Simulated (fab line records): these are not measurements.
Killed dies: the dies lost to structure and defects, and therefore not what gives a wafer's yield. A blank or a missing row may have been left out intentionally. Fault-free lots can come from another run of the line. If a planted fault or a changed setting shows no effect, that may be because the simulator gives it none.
Chamber matching | flow nand-harc | NHARC_A_CHANNEL_FILL_D1_ETCHBACK_20 on rie-diel-01: 4 sister chambers
The step etches the open film in C4F8/O2/Ar, target depth 27 nm, time 13.5 s. 8 wafers are shown with their chamber, then 9 later ones without.

WAFERS PAIRED WITH THEIR CHAMBERS
wafer  | chamber | rf-vpp-V (V) | oes-product-au (a.u.)
L081.5 | 0       | 986          | 0.95
L082.4 | 2       | 969          | 0.93
L087.1 | 3       | 975          | 0.93
L087.2 | 1       | 988          | 0.94
L087.3 | 0       | 984          | 0.93
L088.1 | 2       | 971          | 0.92
L088.3 | 3       | 975          | 0.92
L088.4 | 1       | 986          | 0.92

WAFERS WITH NO CHAMBER GIVEN
wafer  | rf-vpp-V (V) | oes-product-au (a.u.)
L090.1 | 986          | 0.93
L090.3 | 977          | 0.93
L090.4 | 969          | 0.93
L093.1 | 974          | 1.00
L093.3 | 984          | 1.00
L093.5 | 974          | 1.01
L094.1 | 970          | 1.01
L094.4 | 986          | 0.99
L094.5 | 969          | 1.01

CHAMBER TAKEN BY EACH
wafer  | from the rows above     | in truth
L090.1 | can't be placed: 1 or 0 | 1
L090.3 | 3                       | 3
L090.4 | 2                       | 2
L093.1 | can't be placed: 3 or 2 | 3
L093.3 | can't be placed: 0 or 1 | 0
L093.5 | can't be placed: 3 or 2 | 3
L094.1 | can't be placed: 2 or 3 | 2
L094.4 | can't be placed: 0 or 1 | 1
L094.5 | can't be placed: 2 or 3 | 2
Correctly placed: 2 of 9. These rows do not allow placing 7 (true chamber among the candidates in 7). Placed wrongly: 0.
How it was worked out, from the rows above alone: a wafer's distance from a chamber is the root of the sum, over the readings, of the square of ((its reading less the chamber's mean) divided by the reading's scatter). If the next closest chamber is less than 2 further off than the closest, the wafer can't be placed; otherwise it belongs to the closest. For every chamber, the mean is computed from those of its wafers that are shown. The scatter is the square root of a quotient: the sum, over the shown wafers, of each reading's squared deviation from its chamber's mean, divided by wafers minus chambers.
